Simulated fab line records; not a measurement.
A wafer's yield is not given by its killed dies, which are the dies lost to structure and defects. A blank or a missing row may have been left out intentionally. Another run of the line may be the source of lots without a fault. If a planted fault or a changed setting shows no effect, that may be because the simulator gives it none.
Chamber matching | flow nand_harc | NHARC_A_BLC_STRIP_29 on rie_diel-02 has 4 sister chambers
The step strips in CF4. 24 wafers are shown with their chamber, then 12 later ones without.

== WAFERS, EACH WITH ITS CHAMBER ==
wafer  | chamber | drypump_motor_current_A (A) | oes_product_au (a.u.) | throttle_valve_pct (%)
L078.4 | 2       | 6.3                         | 0.994                 | 13.284
L078.5 | 3       | 6.1                         | 1.006                 | 13.274
L078.6 | 2       | 6.2                         | 0.990                 | 13.276
L077.1 | 1       | 5.8                         | 0.989                 | 13.293
L077.3 | 3       | 6.1                         | 1.006                 | 13.290
L077.6 | 3       | 6.1                         | 1.015                 | 13.284
L081.2 | 1       | 5.7                         | 0.978                 | 13.275
L081.3 | 3       | 6.1                         | 0.987                 | 13.294
L081.5 | 3       | 6.1                         | 1.002                 | 13.273
L080.3 | 3       | 6.1                         | 1.000                 | 13.287
L080.4 | 1       | 5.7                         | 0.978                 | 13.299
L080.5 | 0       | 6.6                         | 0.983                 | 13.288
L082.2 | 3       | 6.1                         | 1.007                 | 13.286
L082.5 | 3       | 6.1                         | 1.009                 | 13.287
L082.6 | 1       | 5.8                         | 0.986                 | 13.292
L085.2 | 3       | 6.1                         | 0.996                 | 13.278
L085.3 | 0       | 6.6                         | 0.974                 | 13.277
L085.5 | 1       | 5.7                         | 0.971                 | 13.271
L086.1 | 0       | 6.6                         | 0.980                 | 13.290
L086.2 | 1       | 5.7                         | 0.984                 | 13.285
L086.6 | 0       | 6.6                         | 0.975                 | 13.280
L087.1 | 1       | 5.7                         | 0.964                 | 13.302
L087.2 | 2       | 6.3                         | 0.990                 | 13.281
L087.3 | 3       | 6.1                         | 0.997                 | 13.291

SIGNATURES, as means of the wafers listed above
reading                 | chamber 0 | chamber 1 | chamber 2 | chamber 3 | scatter within a chamber
drypump_motor_current_A | 6.600     | 5.729     | 6.267     | 6.100     | 0.0324
oes_product_au          | 0.97800   | 0.97857   | 0.99133   | 1.00250   | 0.00739
throttle_valve_pct      | 13.28375  | 13.28814  | 13.28033  | 13.28440  | 0.00848
Rule: a wafer lies at a distance from a chamber equal to the root of the sum of squares, over the readings, of (its reading less the chamber's mean, divided by the reading's scatter). If the next closest chamber is less than 2 further off than the closest, the wafer can't be placed; otherwise it belongs to the closest. The scatter is the square root of a quotient: the sum, over the shown wafers, of each reading's squared deviation from its chamber's mean, divided by wafers minus chambers.

== WAFERS WITHOUT THEIR CHAMBER ==
wafer  | drypump_motor_current_A (A) | oes_product_au (a.u.) | throttle_valve_pct (%)
L089.2 | 6.3                         | 1.004                 | 13.278
L089.4 | 6.1                         | 0.995                 | 13.292
L089.5 | 6.6                         | 0.997                 | 13.293
L091.1 | 6.6                         | 0.975                 | 13.268
L091.3 | 5.7                         | 0.973                 | 13.281
L091.5 | 6.1                         | 1.002                 | 13.269
L092.1 | 6.1                         | 0.988                 | 13.290
L092.2 | 6.6                         | 0.967                 | 13.293
L092.5 | 6.1                         | 0.992                 | 13.298
L096.1 | 6.1                         | 1.001                 | 13.287
L096.4 | 6.6                         | 0.977                 | 13.276
L096.5 | 6.3                         | 0.989                 | 13.286

== WHICH CHAMBER EACH ONE RAN IN ==
wafer  | from the rows above | in truth
L089.2 | 2                   | 2
L089.4 | 3                   | 3
L089.5 | 0                   | 0
L091.1 | 0                   | 0
L091.3 | 1                   | 1
L091.5 | 3                   | 3
L092.1 | 3                   | 3
L092.2 | 0                   | 0
L092.5 | 3                   | 3
L096.1 | 3                   | 3
L096.4 | 0                   | 0
L096.5 | 2                   | 2
12 of 12 placed correctly. Number that these rows cannot place: 0. Placed wrongly: 0.
